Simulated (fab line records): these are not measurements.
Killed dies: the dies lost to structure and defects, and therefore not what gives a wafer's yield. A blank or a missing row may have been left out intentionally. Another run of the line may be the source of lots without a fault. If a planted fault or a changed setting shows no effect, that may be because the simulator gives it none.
fab line records	flow nandHarc
[record] lots = 11	wafers = 33	lastDay = 33
route steps=1302 shown P_BONDPAD@364 END@1302
lots that met no fault: from a run of the same line without faults
startH: hours from the record's opening day to when the first of the lot's shown wafers began	waitH: hours elapsed since this lot's preceding step	" unchanged from the row above	L1.1+2: a row that stands for several wafers	- no value, or no start was given	* or withheld: withheld	< > ~ a bound
route shown NAME@n: names a module that has steps shown in the file, with the first one's number in the route	usual: mean and standard deviation over wafers with no fault	same: alike in all rows	chamber/n: place in a boat	sites: per-site readings	_std_site: their standard deviation	_edge_site: the outer-site mean with the inner-site mean subtracted	radiusMm: how far each site lies from the wafer's centre	mask NAME#n: copy n	behind: tool/chamber where the wafer was last shaped	hold: why the lot went on hold/how many hours it stayed there/how the hold came to an end	device: which transistor (n, p or np) failed to switch	end of line: the same wafers' tests at the end of the route	a step with no rows: only its recipe	killed: the dies lost at the first sort to structure and to defects; this is not the yield of the wafer	map: dies across one wafer; x = killed, . = not, _ = none there
set.NAME: the setting that was run; set.NAME@STEP: the one run at that earlier step	model.NAME: the simulator's own value behind a step, which no gauge read
steps of the route over a sample of lots; a table a step, a row a wafer
services: from which hour (startH, from the record's first day; less than 0 if before it) a tool's chamber was out of use, for how many hours, and why
[[steps]]
[step NHARC_P_BONDPAD_CD_MEAS_09]
[recipe] targetCdNm = 500	landingEnergyEv = 500
[usual] cdNm = 500.3/1.5
lot.wafer	tool	chamber	startH	waitH	cdNm
L586.1	cdSem-03	0	138.46	-	501.2
L586.3	"	0	"	"	501.7
L586.4	"	0	"	"	501.7
L588.1	cdSem-03	0	163.45	-	500.2
L588.2	"	0	"	"	497.5
L588.6	"	0	"	"	498.3
L590.3	cdSem-01	0	185.97	-	497.4
L590.5	"	0	"	"	498.3
L590.6	"	0	"	"	501.9
L593.1	cdSem-03	0	209.91	-	499.6
L593.3	"	0	"	"	499.6
L593.6	"	0	"	"	500.0
L598.2	cdSem-02	0	264.79	-	498.9
L598.5	"	0	"	"	501.0
L598.6	"	0	"	"	498.2
L599.4	cdSem-02	0	279.01	-	500.6
L599.5	"	0	"	"	502.0
L599.6	"	0	"	"	503.3
L600.4	cdSem-03	0	289.88	-	502.5
L600.5	"	0	"	"	501.3
L600.6	"	0	"	"	502.4
L601.2	cdSem-02	0	303.77	-	500.1
L601.4	"	0	"	"	501.1
L601.5	"	0	"	"	501.6
L602.2	cdSem-03	0	306.02	-	501.9
L602.3	"	0	"	"	501.5
L602.5	"	0	"	"	501.9
L603.3	cdSem-02	0	312.92	-	500.3
L603.5	"	0	"	"	500.3
L603.6	"	0	"	"	500.9
L608.2	cdSem-01	0	360.77	-	501.0
L608.3	"	0	"	"	502.5
L608.5	"	0	"	"	501.9
[step NHARC_P_BONDPAD_ETCH_37]
[recipe] targetDepthA = 600	overetchA = 180	timeS = 65.91	ionEnergyEv = 200	n2FlowSccm = 150	h2FlowSccm = 150	arFlowSccm = 0	rfW = 400	biasW = 150	chemistry = N2/H2
[usual] drypumpMotorCurrentA = 5.9/0.46	oesProductAu = 1.000/0.0079	rfVppV = 429.9/2.5	showerheadPlenumPTorr = 2.02/0.09	throttleValvePct = 14.172/0.0072
lot.wafer	tool	chamber	startH	waitH	drypumpMotorCurrentA	oesProductAu	rfHoursCounterH	rfVppV	showerheadPlenumPTorr	throttleValvePct
L586.3	rieDiel-09	0	138.76	0.1	5.0	1.011	8.2	427.2	1.96	14.169
L586.4	"	1	"	"	6.2	0.998	7.7	434.3	2.20	14.175
L586.1	"	3	"	"	4.9	1.013	7.9	428.6	1.96	14.174
L588.1	rieDiel-08	2	163.75	0.1	5.9	0.995	3.3	431.0	2.01	14.164
L588.2	"	3	"	"	6.2	1.007	3.4	428.5	1.96	14.183
L588.6	"	2	"	"	5.9	0.988	-	428.7	2.01	14.160
L590.3	rieDiel-09	3	186.27	0.1	4.9	0.994	2.0	428.2	1.96	14.164
L590.5	"	2	"	"	5.9	0.997	-	430.1	2.04	14.174
L590.6	"	3	"	"	4.9	0.997	-	426.9	1.96	14.172
L593.1	rieDiel-06	3	210.21	0.1	6.5	1.004	5.4	427.1	1.93	14.166
L593.3	"	0	"	"	5.7	1.001	4.6	432.8	2.13	14.162
L593.6	"	3	"	"	6.5	1.005	-	427.7	1.93	14.171
L598.2	rieDiel-08	0	265.09	0.1	5.6	1.004	1.6	434.3	2.13	14.169
L598.6	"	3	"	"	6.2	0.995	-	430.5	1.95	14.177
L598.5	"	0	"	"	5.6	0.991	-	433.7	2.13	14.179
L599.4	rieDiel-08	0	279.32	0.1	5.6	1.003	1.8	433.0	2.13	14.183
L599.5	"	1	"	"	6.1	0.998	-	428.6	1.95	14.170
L599.6	"	2	"	"	5.9	0.986	-	429.0	2.01	14.173
L600.4	rieDiel-06	1	290.17	0.1	5.9	0.998	8.2	431.8	2.09	14.178
L600.5	"	1	"	"	5.9	1.000	-	433.0	2.09	14.167
L600.6	"	2	"	"	6.6	0.999	-	425.6	1.90	14.178
L601.4	rieDiel-09	2	304.07	0.1	5.9	0.997	9.7	431.1	2.04	14.171
L601.2	"	3	"	"	4.9	1.000	9.7	428.8	1.95	14.174
L601.5	"	1	"	"	6.2	1.002	-	434.5	2.20	14.178
L602.3	rieDiel-06	0	306.32	0.1	5.8	1.011	9.6	432.0	2.13	14.186
L602.2	"	3	"	"	6.5	1.002	10.1	427.9	1.92	14.180
L602.5	"	0	"	"	5.8	1.012	-	432.5	2.13	14.168
L603.3	rieDiel-08	2	313.25	0.1	5.9	1.000	2.9	429.9	2.01	14.176
L603.5	"	1	"	"	6.1	0.999	-	427.7	1.95	14.185
L603.6	"	2	"	"	5.9	0.994	-	429.7	2.01	14.188
L608.3	rieDiel-06	2	361.07	0.1	6.7	1.008	4.0	427.3	1.90	14.172
L608.2	"	1	"	"	5.9	1.003	3.4	431.5	2.08	14.180
L608.5	"	3	"	"	6.5	0.998	-	426.2	1.92	14.169
[step NHARC_P_BONDPAD_ECD_18]
[recipe] targetThkA = 4000	bathTempC = 25	material = Cu
[usual] bathHeatDutyPct = 6.5/0.95	bathTempC = 24.99/0.12
lot.wafer	tool	chamber	startH	waitH	bathHeatDutyPct	bathTempC
L586.1	ecdCu-02	0	139.98	-	7.2	25.05
L586.4	"	0	"	"	7.0	25.06
L586.3	"	1	"	"	7.1	24.61
L588.2	ecdCu-02	1	164.96	-	8.3	24.68
L588.1	"	0	"	"	7.7	25.13
L588.6	"	1	"	"	7.5	24.86
L590.3	ecdCu-02	0	187.66	-	6.6	25.09
L590.6	"	1	"	"	7.0	24.97
L590.5	"	0	"	"	7.2	25.14
L593.1	ecdCu-01	0	211.47	-	5.6	24.96
L593.3	"	1	"	"	5.5	24.92
L593.6	"	1	"	"	5.3	24.90
L598.2	ecdCu-02	1	266.35	-	7.2	24.67
L598.5	"	0	"	"	7.0	25.01
L598.6	"	1	"	"	7.1	24.61
L599.4	ecdCu-01	1	280.66	-	-	-
L599.6	"	0	"	"	-	-
L599.5	"	1	"	"	-	-
L600.4	ecdCu-02	1	291.48	-	-	-
L600.6	"	1	"	"	-	-
L600.5	"	0	"	"	-	-
L601.2	ecdCu-02	1	305.28	-	-	-
L601.4	"	1	"	"	-	-
L601.5	"	0	"	"	-	-
L602.2	ecdCu-01	0	307.58	-	6.0	25.03
L602.3	"	0	"	"	6.5	24.87
L602.5	"	0	"	"	5.6	24.98
L603.3	ecdCu-01	1	314.65	-	5.3	25.12
L603.5	"	1	"	"	5.9	24.85
L603.6	"	0	"	"	5.2	24.97
L608.2	ecdCu-02	1	362.33	-	7.9	24.95
L608.3	"	0	"	"	6.8	25.14
L608.5	"	0	"	"	7.1	24.91
[step NHARC_P_BONDPAD_THK_MEAS_20]
[recipe] thkMeasGauge = xrf
[usual] thkNm = 160.8/1.3
lot.wafer	tool	chamber	startH	waitH	thkNm
L586.1	filmMetro-02	-	141.03	-	159.2
L586.3	"	-	"	"	161.0
L586.4	"	-	"	"	161.4
L588.1	filmMetro-01	-	166.00	-	163.6
L588.2	"	-	"	"	160.4
L588.6	"	-	"	"	162.6
L590.3	filmMetro-01	-	188.56	-	161.9
L590.5	"	-	"	"	161.9
L590.6	"	-	"	"	162.3
L593.1	filmMetro-02	-	212.46	-	163.1
L593.3	"	-	"	"	160.5
L593.6	"	-	"	"	160.9
L598.2	filmMetro-02	-	267.36	-	161.5
L598.5	"	-	"	"	162.6
L598.6	"	-	"	"	161.4
L599.4	filmMetro-02	-	281.56	-	28.6
L599.5	"	-	"	"	31.5
L599.6	"	-	"	"	31.2
L600.4	filmMetro-01	-	292.46	-	29.9
L600.5	"	-	"	"	29.7
L600.6	"	-	"	"	31.9
L601.2	filmMetro-02	-	306.32	-	30.2
L601.4	"	-	"	"	29.7
L601.5	"	-	"	"	29.2
L602.2	filmMetro-01	-	308.68	-	160.0
L602.3	"	-	"	"	162.2
L602.5	"	-	"	"	161.0
L603.3	filmMetro-02	-	315.60	-	160.3
L603.5	"	-	"	"	159.0
L603.6	"	-	"	"	160.6
L608.2	filmMetro-02	-	363.32	-	160.1
L608.3	"	-	"	"	161.3
L608.5	"	-	"	"	159.9
[step NHARC_P_BONDPAD_INSPECT_23]
[usual] rawDefectCount = 344/110
lot.wafer	tool	chamber	startH	waitH	rawDefectCount
L586.1	defectInspect-02	-	141.23	0.0	385
L586.3	"	-	"	"	377
L586.4	"	-	"	"	341
L588.1	defectInspect-02	-	166.23	0.0	357
L588.2	"	-	"	"	203
L588.6	"	-	"	"	302
L590.3	defectInspect-01	-	188.82	0.0	324
L590.5	"	-	"	"	595
L590.6	"	-	"	"	402
L593.1	defectInspect-01	-	212.67	0.0	251
L593.3	"	-	"	"	362
L593.6	"	-	"	"	216
L598.2	defectInspect-02	-	267.58	0.0	345
L598.5	"	-	"	"	215
L598.6	"	-	"	"	280
L599.4	defectInspect-02	-	281.77	0.0	369
L599.5	"	-	"	"	426
L599.6	"	-	"	"	620
L600.4	defectInspect-02	-	292.66	0.0	327
L600.5	"	-	"	"	406
L600.6	"	-	"	"	400
L601.2	defectInspect-02	-	306.55	0.0	474
L601.4	"	-	"	"	298
L601.5	"	-	"	"	320
L602.2	defectInspect-02	-	308.88	0.0	389
L602.3	"	-	"	"	554
L602.5	"	-	"	"	408
L603.3	defectInspect-01	-	315.82	0.0	416
L603.5	"	-	"	"	388
L603.6	"	-	"	"	286
L608.2	defectInspect-02	-	363.54	0.0	387
L608.3	"	-	"	"	263
L608.5	"	-	"	"	445
[step NHARC_END_SORT_01]
[recipe] tempC = 25
[usual] defectLimitedYield = 91.6/2.6	killedAtArray = 51/17	killedAtOther = 1.6/2.1	killedAtPeriphery = 4/3.2	killedDies = 57/18	killedOpen = 2.9/1.7	killedShort = 2.3/1.3	sort_bin_2_pct = 3.0/1.2	sort_bin_3_pct = 0.7/0.43	sort_bin_4_pct = 4.7/1.4	sortNPass = 620/18	sortRimYieldPct = 87/4.8	sortYieldPct = 91.6/2.6
[same] grossDies = 677	sort_bin_5_pct[%] = 0	sort_bin_6_pct[%] = 0	sort_bin_7_pct[%] = 0	sort_bin_8_pct[%] = 0	sortRimNGross = 106.00
lot.wafer	tool	chamber	startH	waitH	defectLimitedYield[%]	killedAtArray	killedAtOther	killedAtPeriphery	killedDies	killedOpen	killedShort	sort_bin_2_pct[%]	sort_bin_3_pct[%]	sort_bin_4_pct[%]	sortNPass	sortRimYieldPct[%]	sortYieldPct[%]
L586.1	prober-02	0	575.09	2.5	94.4	30	2	6	38	4	2	1.9	0.1	3.5	639	87	94.4
L586.3	prober-02	0	576.69	3.1	94.8	32	1	2	35	4	2	2.1	0.7	2.4	642	88	94.8
L586.4	prober-02	0	577.50	3.4	93.5	37	4	3	44	1	3	1.9	0.3	4.3	633	91	93.5
L588.1	prober-01	0	583.50	2.5	92.6	43	1	6	50	6	1	1.8	0.7	4.9	627	89	92.6
L588.2	prober-01	0	584.29	2.8	91.7	48	5	3	56	3	0	2.4	0.3	5.6	621	92	91.7
L588.6	prober-01	0	587.47	4.0	92.0	44	7	3	54	3	2	3.2	1.2	3.5	623	92	92.0
L590.3	prober-01	0	628.78	3.1	89.5	67	0	4	71	1	2	4.7	1.2	4.6	606	85	89.5
L590.5	prober-01	0	630.36	3.7	89.2	70	0	3	73	3	5	4.3	1.9	4.6	604	84	89.2
L590.6	prober-01	0	631.15	4.0	84.9	96	1	5	102	7	2	4.3	1.2	9.6	575	77	84.9
L593.1	prober-01	0	638.22	2.5	91.3	56	0	3	59	2	1	3.1	1.0	4.6	618	86	91.3
L593.3	prober-01	0	639.80	3.1	90.5	59	0	5	64	4	3	3.7	1.2	4.6	613	89	90.5
L593.6	prober-01	0	642.18	4.0	89.2	70	0	3	73	4	2	4.9	0.6	5.3	604	78	89.2
L598.2	prober-02	0	698.39	2.8	87.7	71	0	12	83	3	0	4.3	0.9	7.1	594	88	87.7
L598.5	prober-02	0	700.84	3.8	88.6	67	0	10	77	1	1	3.1	0.9	7.4	600	82	88.6
L598.6	prober-02	0	701.65	4.1	87.1	77	0	10	87	1	2	4.7	1.9	6.2	590	78	87.1
L602.2	prober-02	0	706.74	2.8	92.0	54	0	0	54	3	2	2.5	1.2	4.3	623	81	92.0
L602.3	prober-02	0	707.54	3.1	92.3	49	0	3	52	4	1	2.1	0.6	5.0	625	88	92.3
L602.5	prober-02	0	709.14	3.7	94.1	39	0	1	40	3	1	1.9	0.1	3.8	637	89	94.1
L599.4	prober-01	0	708.39	3.4	0	21	1	655	677	2	5	97.2	0.4	2.4	0	0	0
L599.5	prober-01	0	709.20	3.7	0	14	0	663	677	2	2	98.4	0.1	1.5	0	0	0
L599.6	prober-01	0	710.00	4.0	0	21	2	654	677	2	3	96.2	0.1	3.7	0	0	0
L601.2	prober-02	0	716.06	2.8	0	62	5	610	677	3	1	93.5	1.5	5.0	0	0	0
L601.4	prober-02	0	717.69	3.4	0	69	3	605	677	2	1	93.9	0.4	5.6	0	0	0
L601.5	prober-02	0	718.50	3.8	0	61	1	615	677	1	3	93.9	0.9	5.2	0	0	0
L600.4	prober-01	0	727.29	3.4	0	52	0	625	677	2	2	95.7	0.9	3.4	0	0	0
L600.5	prober-01	0	728.10	3.7	0	56	0	621	677	7	2	94.5	0.7	4.7	0	0	0
L600.6	prober-01	0	728.91	4.0	0	53	0	624	677	3	1	94.7	1.0	4.3	0	0	0
L603.3	prober-02	0	732.85	3.1	92.6	47	0	3	50	2	4	2.4	0.6	4.4	627	83	92.6
L603.5	prober-02	0	734.43	3.6	92.0	53	1	0	54	3	5	3.8	0.3	3.8	623	84	92.0
L603.6	prober-02	0	735.21	3.9	92.6	46	0	4	50	4	3	1.8	0.7	4.9	627	88	92.6
L608.2	prober-01	0	780.99	2.8	93.6	36	2	5	43	1	3	2.7	0.4	3.2	634	87	93.6
L608.3	prober-01	0	781.81	3.1	90.5	57	2	5	64	3	2	3.7	0.4	5.3	613	81	90.5
L608.5	prober-01	0	783.43	3.7	90.5	61	1	2	64	1	2	2.7	0.4	6.4	613	79	90.5
// killed by level:class
L586.1 A_SLIT:chamberFilmFlake=19 A_CHANNEL_HOLE_D2:chamberFilmFlake=7 P_ZERO_WELL:chamberFilmFlake=2 P_STI:geometricParticle:open=1 P_CONTACT:geometricParticle:open=1 P_M1:geometricParticle:open=1 A_ONON_D2:geometricParticle:short=1 A_WL_FILL:geometricParticle:open=1
L586.3 A_SLIT:chamberFilmFlake=17 A_CHANNEL_HOLE_D2:chamberFilmFlake=5 A_ONON_D1:geometricParticle:short=2 A_CONTACT:geometricParticle:open=2 A_CONTACT:chamberFilmFlake=2 A_CHANNEL_FILL_D1:geometricParticle:open=1 A_CHANNEL_FILL_D2:geometricParticle:open=1 P_ZERO_WELL:chamberFilmFlake=1
L586.4 A_SLIT:chamberFilmFlake=24 THIN_TSV:chamberFilmFlake=4 A_CHANNEL_HOLE_D2:chamberFilmFlake=3 A_DECK1_JOINT:chamberFilmFlake=2 A_CHANNEL_HOLE_D1:geometricParticle:short=1 A_CHANNEL_FILL_D1:geometricParticle:short=1 A_CHANNEL_FILL_D2:geometricParticle:short=1 A_M1:geometricParticle:open=1
L588.1 A_CHANNEL_HOLE_D2:chamberFilmFlake=28 A_CHANNEL_HOLE_D1:chamberFilmFlake=3 A_CONTACT:chamberFilmFlake=3 P_ZERO_WELL:chamberFilmFlake=2 A_STAIRCASE:chamberFilmFlake=2 A_BONDPAD:chamberFilmFlake=2 P_CONTACT:geometricParticle:open=1 P_M0:geometricParticle:open=1
L588.2 A_CHANNEL_HOLE_D2:chamberFilmFlake=35 THIN_TSV:chamberFilmFlake=5 A_WL_FILL:chamberFilmFlake=5 A_CHANNEL_HOLE_D1:chamberFilmFlake=4 P_GATE:chamberFilmFlake=2 P_GATE:geometricParticle:open=1 A_CHANNEL_FILL_D1:geometricParticle:open=1 A_STAIRCASE:geometricParticle:open=1
L588.6 A_CHANNEL_HOLE_D2:chamberFilmFlake=31 THIN_TSV:chamberFilmFlake=7 A_DECK1_JOINT:chamberFilmFlake=2 A_WL_FILL:chamberFilmFlake=2 A_DECK1_JOINT:geometricParticle:open=1 A_DECK1_JOINT:geometricParticle:short=1 A_WL_FILL:geometricParticle:open=1 A_WL_FILL:geometricParticle:short=1
L590.3 A_SLIT:chamberFilmFlake=24 A_CHANNEL_HOLE_D2:chamberFilmFlake=18 A_CHANNEL_HOLE_D1:chamberFilmFlake=18 P_GATE:chamberFilmFlake=3 A_CONTACT:chamberFilmFlake=2 A_CHANNEL_FILL_D2:geometricParticle:short=1 A_WL_FILL:geometricParticle:short=1 A_CONTACT:geometricParticle:open=1
L590.5 A_SLIT:chamberFilmFlake=22 A_CHANNEL_HOLE_D1:chamberFilmFlake=17 A_CHANNEL_HOLE_D2:chamberFilmFlake=15 A_CONTACT:chamberFilmFlake=7 A_ONON_D1:geometricParticle:short=2 A_ZERO_WELL:chamberFilmFlake=2 P_STI:geometricParticle:short=1 P_GATE:geometricParticle:open=1
L590.6 A_CHANNEL_HOLE_D1:chamberFilmFlake=33 A_CHANNEL_HOLE_D2:chamberFilmFlake=31 A_SLIT:chamberFilmFlake=15 A_STAIRCASE:chamberFilmFlake=4 A_ONON_D2:geometricParticle:open=2 A_ZERO_WELL:chamberFilmFlake=2 A_CONTACT:chamberFilmFlake=2 P_GATE:geometricParticle:open=1
L593.1 A_CHANNEL_HOLE_D1:chamberFilmFlake=22 A_SLIT:chamberFilmFlake=13 A_CHANNEL_HOLE_D2:chamberFilmFlake=9 A_M0:chamberFilmFlake=5 P_ZERO_WELL:chamberFilmFlake=3 A_STAIRCASE:chamberFilmFlake=3 A_DECK1_JOINT:geometricParticle:open=1 A_WL_FILL:geometricParticle:short=1
L593.3 A_CHANNEL_HOLE_D1:chamberFilmFlake=23 A_SLIT:chamberFilmFlake=17 A_STAIRCASE:chamberFilmFlake=5 P_ZERO_WELL:chamberFilmFlake=4 A_CHANNEL_HOLE_D2:chamberFilmFlake=4 A_DECK1_JOINT:chamberFilmFlake=3 A_WL_FILL:geometricParticle:short=2 P_M2:geometricParticle:open=1
L593.6 A_CHANNEL_HOLE_D1:chamberFilmFlake=27 A_SLIT:chamberFilmFlake=16 A_CHANNEL_HOLE_D2:chamberFilmFlake=12 A_DECK1_JOINT:chamberFilmFlake=3 A_STAIRCASE:chamberFilmFlake=3 A_WL_FILL:chamberFilmFlake=2 P_M1:geometricParticle:short=1 A_CHANNEL_FILL_D1:geometricParticle:open=1
L598.2 A_CHANNEL_HOLE_D1:chamberFilmFlake=24 A_SLIT:chamberFilmFlake=19 A_CONTACT:chamberFilmFlake=11 P_M0:chamberFilmFlake=8 A_WL_FILL:chamberFilmFlake=4 A_CHANNEL_HOLE_D2:chamberFilmFlake=3 A_M0:chamberFilmFlake=3 P_STI:chamberFilmFlake=2
L598.5 A_CHANNEL_HOLE_D1:chamberFilmFlake=27 A_SLIT:chamberFilmFlake=18 A_CHANNEL_HOLE_D2:chamberFilmFlake=13 A_CONTACT:chamberFilmFlake=6 P_M0:chamberFilmFlake=5 P_STI:chamberFilmFlake=2 P_GATE:chamberFilmFlake=2 A_WL_FILL:geometricParticle:short=1
L598.6 A_CHANNEL_HOLE_D1:chamberFilmFlake=29 A_SLIT:chamberFilmFlake=21 A_CHANNEL_HOLE_D2:chamberFilmFlake=12 A_CONTACT:chamberFilmFlake=10 P_M0:chamberFilmFlake=4 A_WL_FILL:chamberFilmFlake=3 P_ZERO_WELL:chamberFilmFlake=2 P_CONTACT:geometricParticle:short=1
L602.2 A_SLIT:chamberFilmFlake=25 A_CHANNEL_HOLE_D2:chamberFilmFlake=17 A_CHANNEL_HOLE_D1:chamberFilmFlake=4 A_CONTACT:chamberFilmFlake=2 A_SOURCE_PLATE:geometricParticle:open=1 A_ONON_D1:geometricParticle:short=1 A_CHANNEL_FILL_D1:geometricParticle:open=1 A_CHANNEL_FILL_D2:geometricParticle:short=1
L602.3 A_SLIT:chamberFilmFlake=19 A_CHANNEL_HOLE_D2:chamberFilmFlake=9 A_CHANNEL_HOLE_D1:chamberFilmFlake=8 A_CHANNEL_FILL_D1:chamberFilmFlake=3 A_CONTACT:chamberFilmFlake=3 P_GATE:chamberFilmFlake=2 A_STAIRCASE:chamberFilmFlake=2 P_GATE:geometricParticle:open=1
L599.4 P_BONDPAD:areaEcd=650 A_SLIT:chamberFilmFlake=5 A_CHANNEL_HOLE_D1:chamberFilmFlake=4 P_GATE:chamberFilmFlake=3 A_CONTACT:chamberFilmFlake=3 A_CHANNEL_FILL_D2:geometricParticle:open=2 A_CHANNEL_FILL_D2:geometricParticle:short=2 P_M1:chamberFilmFlake=2
L602.5 A_SLIT:chamberFilmFlake=24 A_CHANNEL_HOLE_D2:chamberFilmFlake=5 A_CHANNEL_FILL_D1:chamberFilmFlake=5 P_M0:geometricParticle:open=1 A_ONON_D1:geometricParticle:short=1 A_CHANNEL_FILL_D1:geometricParticle:open=1 A_BLC:geometricParticle:open=1 A_CHANNEL_HOLE_D1:chamberFilmFlake=1
L599.5 P_BONDPAD:areaEcd=659 A_CHANNEL_HOLE_D1:chamberFilmFlake=4 A_CONTACT:chamberFilmFlake=4 A_SLIT:chamberFilmFlake=2 P_GATE:geometricParticle:open=1 A_CHANNEL_HOLE_D1:geometricParticle:open=1 A_CHANNEL_FILL_D1:geometricParticle:short=1 A_M1:geometricParticle:short=1
L599.6 P_BONDPAD:areaEcd=646 A_CHANNEL_HOLE_D1:chamberFilmFlake=9 P_GATE:chamberFilmFlake=3 A_CONTACT:chamberFilmFlake=3 P_ZERO_WELL:chamberFilmFlake=2 P_M1:chamberFilmFlake=2 A_SLIT:chamberFilmFlake=2 THIN_TSV:chamberFilmFlake=2
L601.2 P_BONDPAD:areaEcd=610 A_CHANNEL_HOLE_D1:chamberFilmFlake=31 A_SLIT:chamberFilmFlake=24 THIN_TSV:chamberFilmFlake=4 A_ONON_D2:geometricParticle:short=1 A_SGD_CUT:geometricParticle:open=1 A_M0:geometricParticle:open=1 STARTING-WAFER:geometricParticle:open=1
L601.4 P_BONDPAD:areaEcd=604 A_CHANNEL_HOLE_D1:chamberFilmFlake=30 A_SLIT:chamberFilmFlake=30 THIN_TSV:chamberFilmFlake=3 A_CONTACT:chamberFilmFlake=2 P_GATE:geometricParticle:short=1 A_CHANNEL_FILL_D1:geometricParticle:open=1 A_ONON_D2:geometricParticle:open=1
L601.5 P_BONDPAD:areaEcd=615 A_SLIT:chamberFilmFlake=28 A_CHANNEL_HOLE_D1:chamberFilmFlake=23 A_M1:chamberFilmFlake=2 A_CHANNEL_FILL_D1:geometricParticle:short=1 A_CHANNEL_FILL_D1:geometricParticle:open=1 A_CONTACT:chamberFilmFlake=1 A_ONON_D2:geometricParticle:short=1
L600.4 P_BONDPAD:areaEcd=624 A_SLIT:chamberFilmFlake=21 A_CHANNEL_HOLE_D2:chamberFilmFlake=10 A_CHANNEL_HOLE_D1:chamberFilmFlake=8 A_STAIRCASE:chamberFilmFlake=4 A_M0:geometricParticle:open=2 A_CHANNEL_FILL_D1:chamberFilmFlake=2 A_CONTACT:chamberFilmFlake=2
L600.5 P_BONDPAD:areaEcd=613 A_SLIT:chamberFilmFlake=23 A_CHANNEL_HOLE_D2:chamberFilmFlake=9 A_CONTACT:chamberFilmFlake=8 A_CHANNEL_HOLE_D1:chamberFilmFlake=4 A_ONON_D2:geometricParticle:open=3 P_M0:chamberFilmFlake=3 A_STAIRCASE:chamberFilmFlake=3
L600.6 P_BONDPAD:areaEcd=623 A_SLIT:chamberFilmFlake=25 A_CONTACT:chamberFilmFlake=7 A_CHANNEL_HOLE_D1:chamberFilmFlake=5 A_CHANNEL_HOLE_D2:chamberFilmFlake=5 A_CHANNEL_FILL_D1:chamberFilmFlake=3 A_CHANNEL_FILL_D2:geometricParticle:open=2 A_STAIRCASE:chamberFilmFlake=2
L603.3 A_SLIT:chamberFilmFlake=21 A_CHANNEL_HOLE_D1:chamberFilmFlake=12 A_DECK1_JOINT:chamberFilmFlake=4 A_CHANNEL_FILL_D1:chamberFilmFlake=2 A_WL_FILL:chamberFilmFlake=2 A_CONTACT:chamberFilmFlake=2 P_CONTACT:geometricParticle:open=1 P_M2:geometricParticle:short=1
L603.5 A_SLIT:chamberFilmFlake=25 A_CHANNEL_HOLE_D1:chamberFilmFlake=13 A_CONTACT:chamberFilmFlake=3 A_CHANNEL_FILL_D1:chamberFilmFlake=3 A_SOURCE_PLATE:geometricParticle:open=1 A_DECK1_JOINT:geometricParticle:open=1 A_DECK1_JOINT:geometricParticle:short=1 A_CHANNEL_FILL_D2:geometricParticle:short=1
L603.6 A_SLIT:chamberFilmFlake=25 A_CHANNEL_HOLE_D1:chamberFilmFlake=11 A_CONTACT:chamberFilmFlake=2 P_GATE:geometricParticle:open=1 P_CONTACT:geometricParticle:open=1 A_CHANNEL_HOLE_D1:geometricParticle:short=1 A_DECK1_JOINT:geometricParticle:open=1 A_CHANNEL_HOLE_D2:geometricParticle:short=1
L608.2 A_SLIT:chamberFilmFlake=18 A_CHANNEL_HOLE_D2:chamberFilmFlake=9 A_CONTACT:chamberFilmFlake=3 P_ZERO_WELL:chamberFilmFlake=2 A_ZERO_WELL:chamberFilmFlake=2 THIN_TSV:chamberFilmFlake=2 P_CONTACT:geometricParticle:short=1 A_SOURCE_PLATE:geometricParticle:short=1
L608.3 A_SLIT:chamberFilmFlake=26 A_CHANNEL_HOLE_D2:chamberFilmFlake=18 A_ZERO_WELL:chamberFilmFlake=4 A_CONTACT:chamberFilmFlake=3 P_STI:chamberFilmFlake=2 THIN_TSV:chamberFilmFlake=2 P_STI:geometricParticle:open=1 A_CHANNEL_FILL_D1:geometricParticle:short=1
L608.5 A_SLIT:chamberFilmFlake=28 A_CHANNEL_HOLE_D2:chamberFilmFlake=22 A_CONTACT:chamberFilmFlake=5 A_CHANNEL_HOLE_D1:chamberFilmFlake=2 A_CHANNEL_FILL_D1:geometricParticle:open=1 A_CHANNEL_FILL_D1:geometricParticle:short=1 A_ONON_D2:geometricParticle:short=1 P_STI:chamberFilmFlake=1
[[services]]
tool	chamber	startH	hours	kind
rieDiel-08	0	120.80	-	clean
rieDiel-08	1	120.80	-	clean
rieDiel-08	2	120.80	-	clean
rieDiel-09	2	125.06	13.3	repair
rieDiel-06	-	130.20	9.0	pm
rieDiel-09	-	143.23	9.0	pm
rieDiel-06	-	152.23	0.2	repair
rieDiel-06	-	156.92	0.3	repair
ecdCu-01	-	163.47	8.0	pm
rieDiel-06	2	177.31	5.3	repair
rieDiel-08	-	190.80	9.0	pm
rieDiel-08	0	206.96	5.8	repair
ecdCu-01	-	240.04	2.5	repair
ecdCu-02	-	244.00	8.0	pm
rieDiel-06	2	248.72	3.0	repair
rieDiel-08	1	256.28	6.1	repair
ecdCu-01	-	298.31	0.5	repair
rieDiel-06	-	307.20	9.0	pm
rieDiel-08	0	311.55	3.4	repair
rieDiel-09	2	311.94	14.3	repair
rieDiel-09	-	319.04	0.4	repair
rieDiel-09	-	320.23	9.0	pm
ecdCu-01	-	333.34	0.4	repair
ecdCu-01	-	339.47	8.0	pm
[[key]]
[firstSign] step = NHARC_P_BONDPAD_ECD_18	reading = toolRecord	direction = missing
[effect] step = NHARC_P_BONDPAD_THK_MEAS_20	reading = thkNm	direction = down	sigmas = 99+	usual = 160.8	struck = 30.2
[effect] step = NHARC_END_SORT_01	reading = killedAtPeriphery	direction = up	sigmas = 99+	usual = 4	struck = 630
[moreKillsBornAt] NHARC_P_BONDPAD_ECD_18@ecdCu-02 = 3689	NHARC_P_BONDPAD_ECD_18@ecdCu-01 = 1955
metAt NHARC_P_BONDPAD_ECD_18
struckLots L599,L600,L601
laterRowsLeftOut L599.4,L599.5,L599.6,L600.4,L600.5,L600.6,L601.2,L601.4,L601.5
notActingAt NHARC_P_BONDPAD_CD_MEAS_09,NHARC_P_BONDPAD_ETCH_37,NHARC_P_BONDPAD_INSPECT_23
onsetBetween 266.35 280.66
[fault] kind = skippedStepWhole	tool = ecdCu-01,ecdCu-02	chamber = -	onsetH = 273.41	steps = NHARC_P_BONDPAD_ECD_18	scope = struckLotsOnly
// laterRowsLeftOut: the simulator's readings of these wafers behind a module that went badly wrong aren't trusted and aren't shown, but for the sort
